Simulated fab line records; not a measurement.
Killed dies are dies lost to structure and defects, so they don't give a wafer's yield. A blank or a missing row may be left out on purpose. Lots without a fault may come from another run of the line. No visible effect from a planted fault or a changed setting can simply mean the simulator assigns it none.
fab line records    flow n5-finfet
record: lots: 10  wafers: 25  last-day: 18
route steps=1938 shown SPACER0@261 SD_EPI_N@275 SD_EPI_P@305 BEOL_M4@1111 PASSIVATION@1936
lots that met no fault: from a run of the same line without faults
start-h: the number of hours between the record's first day and the start of the first shown wafer of the lot    wait-h: hours from the lot's prior step to this one    " same as the row above    L1.1+2: one row covering several wafers at once    - no value, or no start was given    * or withheld: withheld    < > ~ a bound
route shown NAME@n: a module of which the file shows steps, and the number in the route of the first    usual: average and standard deviation across the fault-free wafers    same: alike in all rows    chamber/n: place in a boat    sites: per-site readings    _std_site: standard deviation of those values    _edge_site: inner sites' mean taken away from outer sites' mean    radius-mm: for every site, how far away it sits from the centre of the wafer    mask NAME#n: copy n    behind: the most recent tool/chamber to have shaped the wafer    hold: the reason the lot was held/the length of the hold in hours/how it ended    device: whichever transistor did not switch (one of n, p or np)    end of line: at the end of the route, the tests of the same wafers    where a step has no rows: the recipe by itself    killed: the dies lost at the first sort to structure and to defects; this is not the yield of the wafer    map: the dies of a wafer, with x for killed, . for not killed, _ for no die there
set.NAME: setting as actually run; set.NAME@STEP: the setting as run at that earlier step    model.NAME: the simulator's own value behind a step, which no gauge read
one table for each step of the route and one row for each wafer, over a sample of lots
services: the hour from which a tool's chamber was out of use, counted from the record's first day as start-h (under 0 if before that day), plus the number of hours and why
== steps ==
step: N5_SPACER0_INSPECT_04
recipe: inspect-instrument: darkfield  mode: post-dep
usual: raw-defect-count: 156/37
lot.wafer  tool               chamber  start-h  wait-h  raw-defect-count
L353.2     defect-inspect-02  -        47.65    0.1     91
L353.3     "                  -        "        "       98
L353.5     "                  -        "        "       104
L354.3     defect-inspect-02  -        55.60    0.1     128
L354.4     "                  -        "        "       174
L356.1     defect-inspect-01  -        75.33    0.1     148
L356.5     "                  -        "        "       176
L357.3     defect-inspect-02  -        79.40    0.1     140
L357.6     "                  -        "        "       228
L359.1     defect-inspect-01  -        85.83    0.1     133
L359.3     "                  -        "        "       147
L359.4     "                  -        "        "       161
L361.2     defect-inspect-02  -        96.60    0.1     223
L361.5     "                  -        "        "       235
L363.2     defect-inspect-02  -        109.42   0.1     155
L363.4     "                  -        "        "       226
L363.6     "                  -        "        "       257
L365.2     defect-inspect-02  -        122.62   0.1     123
L365.4     "                  -        "        "       135
L367.1     defect-inspect-02  -        132.47   0.1     130
L367.2     "                  -        "        "       131
L367.4     "                  -        "        "       110
L373.1     defect-inspect-01  -        168.82   0.1     169
L373.2     "                  -        "        "       117
L373.5     "                  -        "        "       192
step: N5_SD_EPI_N_ETCH_35
recipe: chemistry: N2/H2  target: SOC  overetch-a: 1080  mask-material: SiARC  temp-c: 40  ion-energy-ev: 100  source-w: 3000  bias-w: 133  pressure-mtorr: 20  time-s: 486  n2-flow-sccm: 200  h2-flow-sccm: 200
usual: drypump-motor-current-A: 5.6/0.44  oes-product-au: 0.70/0.081  rf-fwd-power-W: 2996/9.2  rf-vpp-V: 240.8/1.4  showerhead-plenum-p-Torr: 2.56/0.086  throttle-valve-pct: 23.72/0.29
lot.wafer  tool         chamber  start-h  wait-h  drypump-motor-current-A  oes-product-au  rf-fwd-power-W  rf-hours-counter-h  rf-vpp-V  showerhead-plenum-p-Torr  throttle-valve-pct
L353.2     rie-diel-04  3        48.23    0.0     6.0                      0.64            2995            220                 241.9     2.63                      24.00
L353.3     "            0        "        "       5.8                      0.65            2995            164                 242.2     2.67                      23.91
L353.5     "            3        "        "       6.0                      0.64            3007            -                   240.5     2.63                      24.00
L354.3     rie-diel-03  1        56.39    0.0     5.8                      0.65            2995            179                 239.5     2.52                      23.47
L354.4     "            3        "        "       4.9                      0.63            2978            228                 238.5     2.40                      23.85
L356.1     rie-diel-04  3        75.78    0.0     6.0                      0.63            2993            234                 240.9     2.63                      24.02
L356.5     "            0        "        "       5.8                      0.65            2989            -                   242.8     2.66                      23.94
L357.3     rie-diel-04  3        79.97    0.0     6.0                      0.63            3008            235                 242.0     2.63                      24.00
L357.6     "            0        "        "       5.8                      0.65            2993            -                   241.5     2.66                      23.93
L359.1     rie-diel-04  3        86.74    0.0     6.0                      0.63            2991            237                 240.1     2.62                      24.03
L359.3     "            0        "        "       5.8                      0.64            2975            179                 242.1     2.66                      23.95
L359.4     "            0        "        "       5.8                      0.64            2975            -                   241.1     2.66                      23.92
L361.2     rie-diel-03  3        97.06    0.0     4.9                      0.62            2984            240                 238.6     2.39                      23.88
L361.5     "            0        "        "       5.0                      0.81            2999            -                   242.8     2.57                      23.26
L363.2     rie-diel-03  1        110.00   0.0     5.8                      0.64            3005            196                 240.3     2.52                      23.48
L363.4     "            3        "        "       4.8                      0.62            2992            243                 239.2     2.39                      23.89
L363.6     "            3        "        "       4.8                      0.62            2995            -                   240.3     2.39                      23.90
L365.2     rie-diel-02  1        123.24   0.0     5.5                      0.64            2998            225                 241.3     2.53                      24.26
L365.4     "            2        "        "       5.3                      0.70            2996            100                 241.7     2.65                      23.57
L367.1     rie-diel-02  3        133.05   0.0     5.7                      0.62            2988            248                 239.8     2.47                      23.32
L367.2     "            1        "        "       5.5                      0.64            2995            228                 240.5     2.53                      24.23
L367.4     "            2        "        "       5.2                      0.70            3005            102                 242.4     2.65                      23.61
L373.1     rie-diel-02  2        169.41   0.0     5.2                      0.69            3000            117                 241.6     2.64                      23.59
L373.2     "            1        "        "       5.5                      0.63            2992            243                 240.5     2.52                      24.26
L373.5     "            2        "        "       5.3                      0.69            2997            -                   243.1     2.64                      23.61
step: N5_SD_EPI_N_STRIP_38
recipe: chemistry: N2/H2  power-w: 1000  temp-c: 250  h2-frac: 0.65  overash-fraction: 0.3  pressure-mtorr: withheld  n2-flow-sccm: 1750  h2-flow-sccm: 3250
usual: drypump-motor-current-A: 5.8/0.34  heater-power-w: 327/24  oes-product-au: 0.762/0.01
lot.wafer  tool             chamber  start-h  wait-h  drypump-motor-current-A  heater-power-w  oes-product-au  rf-hours-counter-h
L353.2     plasma-asher-01  1        48.92    0.1     5.4                      344             0.750           81
L353.3     "                1        "        "       5.4                      341             0.756           -
L353.5     "                0        "        "       6.2                      308             0.766           -
L354.3     plasma-asher-01  1        57.10    0.1     5.3                      350             0.765           -
L354.4     "                0        "        "       6.1                      303             0.749           -
L356.1     plasma-asher-02  1        76.47    0.1     5.5                      295             0.737           39
L356.5     "                0        "        "       6.0                      367             0.776           -
L357.3     plasma-asher-01  1        80.69    0.1     5.4                      342             0.758           -
L357.6     "                1        "        "       5.4                      351             0.754           -
L359.1     plasma-asher-01  1        87.44    0.1     5.3                      340             0.767           88
L359.3     "                1        "        "       5.4                      348             0.766           -
L359.4     "                0        "        "       6.1                      305             0.779           -
L361.2     plasma-asher-02  1        97.75    0.1     5.5                      310             0.773           42
L361.5     "                1        "        "       5.6                      304             0.767           -
L363.2     plasma-asher-02  0        110.69   0.1     6.0                      347             0.745           45
L363.4     "                0        "        "       6.0                      362             0.758           -
L363.6     "                1        "        "       5.6                      303             0.765           -
L365.2     plasma-asher-01  1        123.93   0.1     5.3                      336             0.750           95
L365.4     "                1        "        "       5.4                      337             0.745           -
L367.1     plasma-asher-01  1        133.74   0.1     5.4                      350             0.767           96
L367.2     "                0        "        "       6.2                      299             0.785           96
L367.4     "                0        "        "       6.1                      305             0.764           -
L373.1     plasma-asher-02  0        170.10   0.1     6.1                      372             0.767           58
L373.2     "                1        "        "       5.6                      303             0.757           58
L373.5     "                0        "        "       6.1                      361             0.769           -
step: N5_SD_EPI_N_WET_ETCH_43
recipe: chemistry: dHF  dilution: withheld  time-s: 14  target: SiO2  target-depth-a: 15  temp-c: 25
lot.wafer   tool          chamber  start-h  wait-h
L353.2+3+5  wet-bench-03  6,2,0    49.01    -
L354.3+4    wet-bench-03  3,1      57.17    -
L356.1+5    wet-bench-03  2,7      76.56    -
L357.3+6    wet-bench-03  5,0      80.75    -
L359.1+3+4  wet-bench-04  1,6,7    87.52    -
L361.2+5    wet-bench-03  4,0      97.84    -
L363.2+4+6  wet-bench-03  2,0,6    110.78   -
L365.2+4    wet-bench-06  5,6      124.01   -
L367.1+2+4  wet-bench-03  7,2,3    133.83   -
L373.1+2+5  wet-bench-04  5,7,6    170.19   -
step: N5_SD_EPI_N_INSPECT_26
recipe: inspect-instrument: darkfield  mode: post-epi
usual: raw-defect-count: 227/44
lot.wafer  tool               chamber  start-h  wait-h  raw-defect-count
L353.2     defect-inspect-01  -        52.12    0.1     153
L353.3     "                  -        "        "       167
L353.5     "                  -        "        "       186
L354.3     defect-inspect-02  -        60.27    0.1     231
L354.4     "                  -        "        "       227
L356.1     defect-inspect-02  -        80.37    0.1     201
L356.5     "                  -        "        "       243
L357.3     defect-inspect-01  -        83.95    0.1     228
L357.6     "                  -        "        "       292
L359.1     defect-inspect-01  -        91.83    0.1     228
L359.3     "                  -        "        "       234
L359.4     "                  -        "        "       226
L361.2     defect-inspect-01  -        101.65   0.1     359
L361.5     "                  -        "        "       294
L363.2     defect-inspect-01  -        114.83   0.1     1567
L363.4     "                  -        "        "       1632
L363.6     "                  -        "        "       1686
L365.2     defect-inspect-02  -        127.83   0.1     198
L365.4     "                  -        "        "       231
L367.1     defect-inspect-02  -        139.04   0.1     1552
L367.2     "                  -        "        "       1572
L367.4     "                  -        "        "       1481
L373.1     defect-inspect-02  -        174.46   0.1     244
L373.2     "                  -        "        "       141
L373.5     "                  -        "        "       286
step: N5_SD_EPI_P_INSPECT_11
recipe: mode: adi  inspect-instrument: macro
usual: raw-defect-count: 2.2/1.6
lot.wafer  tool               chamber  start-h  wait-h  raw-defect-count
L353.2     defect-inspect-01  -        52.45    0.0     1
L353.3     "                  -        "        "       1
L353.5     "                  -        "        "       0
L354.3     defect-inspect-01  -        60.72    0.0     1
L354.4     "                  -        "        "       1
L356.1     defect-inspect-02  -        80.82    0.0     1
L356.5     "                  -        "        "       2
L357.3     defect-inspect-02  -        84.40    0.0     3
L357.6     "                  -        "        "       0
L359.1     defect-inspect-02  -        92.15    0.0     1
L359.3     "                  -        "        "       0
L359.4     "                  -        "        "       1
L361.2     defect-inspect-01  -        101.98   0.0     1
L361.5     "                  -        "        "       0
L363.2     defect-inspect-01  -        115.16   0.0     >300
L363.4     "                  -        "        "       >300
L363.6     "                  -        "        "       >300
L365.2     defect-inspect-02  -        128.16   0.0     0
L365.4     "                  -        "        "       6
L367.1     defect-inspect-02  -        139.36   0.0     >300
L367.2     "                  -        "        "       >300
L367.4     "                  -        "        "       >300
L373.1     defect-inspect-02  -        174.79   0.0     2
L373.2     "                  -        "        "       5
L373.5     "                  -        "        "       5
step: N5_BEOL_M4_RC_MEAS_101
usual: DIBL_N: 36.4/2.2  DIBL_P: 36.3/2.5  IOFF_N: 0.17/0.052  IOFF_P: 0.23/0.049  ION_N: 674/17  ION_P: 464/11  SS_N: 71.7/0.98  SS_P: 73.3/0.84  VT_N: 250/4  VT_P: -249/3.8
lot.wafer  tool       chamber  start-h  wait-h  DIBL_N[mV/V]  DIBL_P[mV/V]  IOFF_N[nA/um]  IOFF_P[nA/um]  ION_N[uA/um]  ION_P[uA/um]  SS_N[mV/dec]  SS_P[mV/dec]  VT_N[mV]  VT_P[mV]
L353.2     prober-02  0        175.89   0.2     36.9          38.2          0.18           0.25           708           483           71.2          73.4          246       -246
L353.3     "          0        "        "       40.0          41.8          0.23           0.32           704           487           72.4          75.1          245       -243
L353.5     "          0        "        "       38.3          40.1          0.19           0.30           682           472           72.0          75.2          246       -245
L354.3     prober-01  0        186.41   0.3     36.5          36.3          0.15           0.22           686           466           71.0          72.7          247       -249
L354.4     "          0        "        "       34.8          33.8          0.11           0.18           627           440           71.2          73.0          259       -257
L356.1     prober-02  0        228.12   0.0     37.2          36.4          0.19           0.25           657           448           73.0          74.4          248       -247
L356.5     "          0        "        "       38.7          39.8          0.22           0.33           654           455           72.3          75.3          247       -245
L357.3     prober-01  0        233.47   0.3     35.7          36.6          0.16           0.28           683           483           71.7          73.1          250       -239
L357.6     "          0        "        "       39.7          41.8          0.26           0.42           714           495           71.7          74.6          241       -238
L359.1     prober-02  0        248.98   0.0     38.3          38.9          0.21           0.25           697           472           72.0          73.7          247       -249
L359.3     "          0        "        "       39.6          38.2          0.22           0.24           675           456           72.2          74.4          248       -250
L359.4     "          0        "        "       35.8          33.9          0.17           0.17           673           454           72.2          72.9          248       -252
L361.2     prober-01  0        259.32   0.2     34.4          35.8          0.15           0.20           683           464           72.2          73.1          248       -250
L361.5     "          0        "        "       34.4          36.2          0.14           0.22           651           454           71.8          73.4          253       -252
L363.2     prober-02  0        272.13   0.2     33.8          34.2          0.12           0.18           657           453           70.8          72.6          255       -254
L363.4     "          0        "        "       37.0          38.3          0.16           0.22           667           456           72.2          73.7          250       -252
L363.6     "          0        "        "       39.7          41.5          0.21           0.29           683           467           72.6          74.8          245       -247
L365.2     prober-02  0        276.30   0.2     38.0          39.1          0.22           0.31           705           486           72.5          74.4          246       -243
L365.4     "          0        "        "       34.6          33.3          0.14           0.21           672           465           71.2          72.7          252       -248
L367.1     prober-01  0        277.38   0.0     35.7          34.5          0.13           0.21           649           452           70.9          73.4          254       -249
L367.2     "          0        "        "       34.9          33.4          0.14           0.19           676           469           71.3          72.6          248       -252
L367.4     "          0        "        "       37.0          36.6          0.17           0.26           680           468           71.5          73.4          246       -246
L373.1     prober-01  0        326.37   0.0     33.2          33.6          0.11           0.17           667           459           70.6          71.8          252       -249
L373.2     "          0        "        "       37.1          37.4          0.18           0.23           695           472           72.1          72.9          244       -244
L373.5     "          0        "        "       35.7          35.1          0.15           0.18           659           451           70.6          72.5          251       -252
step: N5_PASSIVATION_PROBE_49
usual: defect-limited-yield: 91.2/1.4  killed_at_M0_to_M3: 34/9.3  killed_at_M4_up: 14/5.9  killed-at-contacts: 14/5.7  killed-at-front-end: 38/10  killed-at-other: 4/3.2  killed-dies: 104/17  killed-on-rim: 14/4  killed-open: 67/13  killed-short: 33/6.9  sort_bin_5_function: 5.2/1  sort_bin_6_memory: 3.3/0.61  sort_bin_8_speed: 0.3/1.8  sort-n-pass: 1069/52  sort-yield-pct: 91/4.4
same: gross-dies: 1180  killed-at-back-side: 0  sort_bin_4_leakage[%]: 0
lot.wafer  tool       chamber  start-h  wait-h  defect-limited-yield[%]  killed_at_M0_to_M3  killed_at_M4_up  killed-at-contacts  killed-at-front-end  killed-at-other  killed-dies  killed-on-rim  killed-open  killed-short  sort_bin_5_function[%]  sort_bin_6_memory[%]  sort_bin_8_speed[%]  sort-n-pass  sort-yield-pct[%]
L363.2     prober-01  -        376.28   0.1     79.0                     24                  19               16                  188                  1                248          23             64           24            12.3                    3.7                   0                    932          79
L363.4     prober-01  -        376.38   0.2     79.0                     20                  13               11                  192                  12               248          8              51           25            13.0                    3.8                   0                    932          79
L363.6     prober-01  -        376.48   0.3     78.6                     36                  13               11                  190                  3                253          24             60           30            13.0                    4.5                   0                    927          79
L365.2     prober-01  -        380.75   0.1     89.0                     40                  14               17                  45                   14               130          26             84           34            7.9                     3.1                   0                    1050         89
L365.4     prober-01  -        380.85   0.2     91.3                     43                  8                16                  33                   3                103          11             61           34            5.1                     3.5                   0                    1077         91
L367.1     prober-01  -        392.21   0.0     78.4                     39                  12               11                  193                  0                255          25             59           36            13.2                    3.8                   0.1                  924          78
L367.2     prober-01  -        392.26   0.1     76.8                     37                  13               12                  182                  30               274          35             61           20            15.2                    3.7                   0                    906          77
L367.4     prober-01  -        392.36   0.2     79.5                     40                  12               14                  169                  7                242          38             74           39            12.0                    4.2                   0                    938          79
killed by level:class
L363.2 SD_EPI_N:unspecified=150 MOL_CONTACT_COAG:geometric-particle:open=14 BEOL_M4:geometric-particle:open=8 BEOL_M2:geometric-particle:open=7 SD_EPI_N:area-etch=7 STI_FIN_REVEAL:geometric-particle:open=6 BEOL_M3:geometric-particle:open=6 FIN_SAQP:geometric-particle:short=5
L363.4 SD_EPI_N:unspecified=163 PASSIVATION:area-etch=9 DUMMY_GATE:geometric-particle:open=7 MOL_CONTACT_COAG:geometric-particle:open=7 BEOL_M2:geometric-particle:open=7 ILD0:geometric-particle:short=6 BEOL_M3:geometric-particle:open=6 BEOL_M4:geometric-particle:open=6
L363.6 SD_EPI_N:unspecified=160 BEOL_M2:geometric-particle:open=10 MOL_CONTACT_COAG:geometric-particle:open=8 BEOL_M0_SAQP:geometric-particle:open=7 BEOL_M3:geometric-particle:open=7 BEOL_M4:geometric-particle:open=6 ILD0:geometric-particle:short=6 BEOL_M0_SAQP:geometric-particle:short=6
L365.2 MOL_CONTACT_COAG:geometric-particle:open=14 FIN_SAQP:geometric-particle:open=12 BEOL_M1:geometric-particle:open=12 STI_FIN_REVEAL:geometric-particle:open=10 PASSIVATION:area-etch=9 BEOL_M3:geometric-particle:open=8 GATE_CUT:geometric-particle:short=6 BEOL_M0_SAQP:geometric-particle:short=6
L365.4 MOL_CONTACT_COAG:geometric-particle:open=12 FIN_SAQP:geometric-particle:short=9 BEOL_M0_SAQP:geometric-particle:short=8 BEOL_M0_SAQP:geometric-particle:open=7 BEOL_M1:geometric-particle:open=7 BEOL_M3:geometric-particle:open=7 FIN_SAQP:geometric-particle:open=6 BEOL_M2:geometric-particle:open=6
L367.1 SD_EPI_N:unspecified=155 BEOL_M0_SAQP:geometric-particle:short=10 BEOL_M1:geometric-particle:open=10 GATE_CUT:geometric-particle:short=9 MOL_CONTACT_COAG:geometric-particle:open=8 STI_FIN_REVEAL:geometric-particle:open=6 BEOL_M0_SAQP:geometric-particle:open=6 BEOL_M0:geometric-particle:open=6
L367.2 SD_EPI_N:unspecified=158 PASSIVATION:area-etch=28 STI_FIN_REVEAL:geometric-particle:open=10 MOL_CONTACT_COAG:geometric-particle:open=10 BEOL_M0_SAQP:geometric-particle:open=8 BEOL_M0_SAQP:geometric-particle:short=8 BEOL_M1:geometric-particle:open=7 BEOL_M4:geometric-particle:open=4
L367.4 SD_EPI_N:unspecified=118 STI_FIN_REVEAL:geometric-particle:open=16 MOL_CONTACT_COAG:geometric-particle:open=12 BEOL_M0_SAQP:geometric-particle:open=11 BEOL_M0_SAQP:geometric-particle:short=8 BEOL_M1:geometric-particle:open=8 PASSIVATION:area-etch=7 FIN_SAQP:geometric-particle:short=6
== services ==
tool         chamber  start-h  hours  kind
rie-diel-03  0        40.31    -      clean
rie-diel-03  0        40.31    -      consumable-replace:focus-ring
rie-diel-04  3        41.59    1.3    repair
rie-diel-03  3        45.61    4.3    repair
rie-diel-02  1        52.92    1.5    repair
rie-diel-04  0        57.66    4.1    repair
rie-diel-02  0        73.23    5.6    repair
rie-diel-02  0        82.78    5.5    repair
rie-diel-04  0        98.94    4.2    repair
rie-diel-04  3        118.34   -      clean
rie-diel-04  3        118.34   -      consumable-replace:focus-ring
rie-diel-04  3        118.34   17.5   scheduled-down
rie-diel-04  3        118.34   17.5   vent-cycle
rie-diel-03  3        134.34   -      clean
rie-diel-04  2        135.83   -      clean
rie-diel-04  2        135.83   -      consumable-replace:focus-ring
rie-diel-04  2        135.83   -      consumable-replace:showerhead
rie-diel-04  2        135.83   27.6   scheduled-down
rie-diel-04  2        135.83   27.6   vent-cycle
rie-diel-02  3        140.88   -      clean
rie-diel-02  3        140.88   -      consumable-replace:focus-ring
rie-diel-02  3        140.88   17.4   scheduled-down
rie-diel-02  3        140.88   17.4   vent-cycle
rie-diel-04  0        148.13   4.3    repair
== key ==
first-sign: step: N5_SD_EPI_N_INSPECT_26  reading: raw-defect-count  direction: up  sigmas: 31  usual: 227  struck: 1582
effect: step: N5_SD_EPI_P_INSPECT_11  reading: raw-defect-count  direction: up  sigmas: 99+  usual: 2.2  struck: >300
effect: step: N5_PASSIVATION_PROBE_49  reading: killed-at-front-end  direction: up  sigmas: 14  usual: 38  struck: 186
more-kills-born-at: N5_SD_EPI_N_WET_ETCH_43@wet-bench-03: 904
met-at N5_SD_EPI_N_WET_ETCH_43
struck-lots L363,L367
baseline-loss: step: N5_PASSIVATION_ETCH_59  wafers: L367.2
not-acting-at N5_SPACER0_INSPECT_04,N5_SD_EPI_N_ETCH_35,N5_SD_EPI_N_STRIP_38
onset-between 97.84 110.78
fault: kind: chamber-particle-source  tool: wet-bench-03  chamber: -  onset-h: 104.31  steps: N5_SD_EPI_N_WET_ETCH_43  rate-per-visit-cm2: 2.1054  end-h: 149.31
baseline-loss: these wafers lose ten dies or more at that step, a loss of the line's own and not of a fault; the sort's usual values leave them out
